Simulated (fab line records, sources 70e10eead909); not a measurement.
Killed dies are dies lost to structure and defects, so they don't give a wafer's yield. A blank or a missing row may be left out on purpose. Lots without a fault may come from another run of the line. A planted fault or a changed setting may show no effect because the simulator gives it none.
A struck lot beside a sound one | flow nand_harc | 15 steps out of a route of 1302
Sound: wafers L324.1, L324.2, L324.6. Struck: wafers L335.1, L335.4, L335.6. The cause comes at the end.
At each step with rows: each side's tool, then ch and its chambers, then its first start. Under that, the readings that differ: sound wafers | struck wafers | difference of the means | sigmas: that difference in standard deviations of wafers without a fault.
alike: readings whose means differ by less than 2 such deviations, and words and numbers that are the same on both sides. not compared: withheld readings, readings that some wafer has no value for, bounds like >300 that may hide the same value, and numbers for which the record gives no deviation and whose values overlap.
The two part at a step that has a row with sigmas, a row that says differs or no value, or rows on one side only. Numbers that don't overlap but have no deviation are shown without sigmas and don't part them. A reading that every wafer of one side lacks parts them only if that side has two wafers or more.

first, 4 steps without rows for these wafers: NHARC_P_BONDPAD_EBR_05; NHARC_P_BONDPAD_EXPOSE_06 (exposes mask P BPAD); NHARC_P_BONDPAD_PEB_07 (peb time 80 s); NHARC_P_BONDPAD_DEVELOP_08 (time 50 s).
NHARC_P_BONDPAD_CD_MEAS_09: target cd 500 nm.
  sound on cd_sem-02 ch 0, day 9 02:06; struck on cd_sem-03 ch 0, day 13 16:34
  alike: cd_nm
NHARC_P_BONDPAD_OVL_MEAS_38:
  sound on overlay-01, day 9 02:11; struck on overlay-02, day 13 16:40
  reading           | sound    | struck | difference | sigmas
  overlay_y_nm (nm) | -5 -5 -5 | 7 7 7  | +12        | +2
  alike: overlay_x_nm
then, 1 step without rows for these wafers: NHARC_P_BONDPAD_HARDBAKE_10 (time 65 s).
NHARC_P_BONDPAD_DESCUM_11: chemistry O2, time 3 s.
  sound on rie_diel-07 ch 1,2,3, day 9 02:19; struck on rie_diel-07 ch 0,2, day 13 16:47
  alike: chamber_pressure_mTorr, drypump_motor_current_A, oes_product_au, rf_vpp_V, showerhead_plenum_p_Torr, throttle_valve_pct
  not compared: rf_hours_counter_h
NHARC_P_BONDPAD_ETCH_37: etches the open film in N2/H2, target depth 60 nm, overetch 18 nm, time 65.91 s.
  sound on rie_diel-07 ch 0,2, day 9 02:24; struck on rie_diel-07 ch 0,1, day 13 16:54
  alike: chamber_pressure_mTorr, drypump_motor_current_A, h2_flow_sccm, oes_product_au, rf_vpp_V, showerhead_plenum_p_Torr, throttle_valve_pct
  not compared: rf_hours_counter_h
NHARC_P_BONDPAD_ETCH_12: etches the open film in CHF3/O2, target depth 200 nm, time 100 s.
  sound on rie_diel-07 ch 0,1,3; struck on rie_diel-07 ch 0,1,2
  alike: chamber_pressure_mTorr, drypump_motor_current_A, oes_product_au, rf_vpp_V, showerhead_plenum_p_Torr, throttle_valve_pct
  not compared: rf_hours_counter_h
NHARC_P_BONDPAD_CD_MEAS_13:
  sound on cd_sem-03, day 9 02:38; struck on cd_sem-02, day 13 17:08
  alike: cd_nm
NHARC_P_BONDPAD_STRIP_15: strips in O2.
  sound on rie_diel-07 ch 0,2, day 9 02:43; struck on rie_diel-01 ch 0,2,3, day 13 17:15
  alike: chamber_pressure_mTorr, drypump_motor_current_A, oes_product_au, rf_vpp_V, showerhead_plenum_p_Torr, throttle_valve_pct
  not compared: rf_hours_counter_h
NHARC_P_BONDPAD_ETCH_24: etches the open film in CF4/N2, target depth 30 nm, time 72.99 s.
  sound on rie_diel-07 ch 1,3, day 9 02:51; struck on rie_diel-01 ch 1,2, day 13 17:23
  reading               | sound             | struck            | difference | sigmas
  oes_product_au (a.u.) | 1.001 1.007 0.993 | 0.916 0.905 0.924 | -0.085     | -9
  alike: chamber_pressure_mTorr, drypump_motor_current_A, rf_vpp_V, showerhead_plenum_p_Torr, throttle_valve_pct
  not compared: rf_hours_counter_h
then, 1 step without rows for these wafers: NHARC_P_BONDPAD_STRIP_16 (strips in post etch residue remover, time 600 s).
-- the record jumps here: 18 days lie between the struck wafers' starts before and after (it left off in module P_BONDPAD and takes up again in module END, whose first step shown is number 1302 of the route) --
NHARC_END_SORT_01:
  sound on prober-01 ch 0, day 26 04:27; struck on prober-02 ch 0, day 32 00:17
  alike: defect_limited_yield, killed_at_array, killed_at_other, killed_at_periphery, killed_dies, killed_open, killed_short

WHERE THEY PART
First at NHARC_P_BONDPAD_OVL_MEAS_38; last, within this record, at NHARC_P_BONDPAD_ETCH_24. Later steps at which nothing parts them and some readings are alike: NHARC_END_SORT_01.

WHY: what the simulator had put in
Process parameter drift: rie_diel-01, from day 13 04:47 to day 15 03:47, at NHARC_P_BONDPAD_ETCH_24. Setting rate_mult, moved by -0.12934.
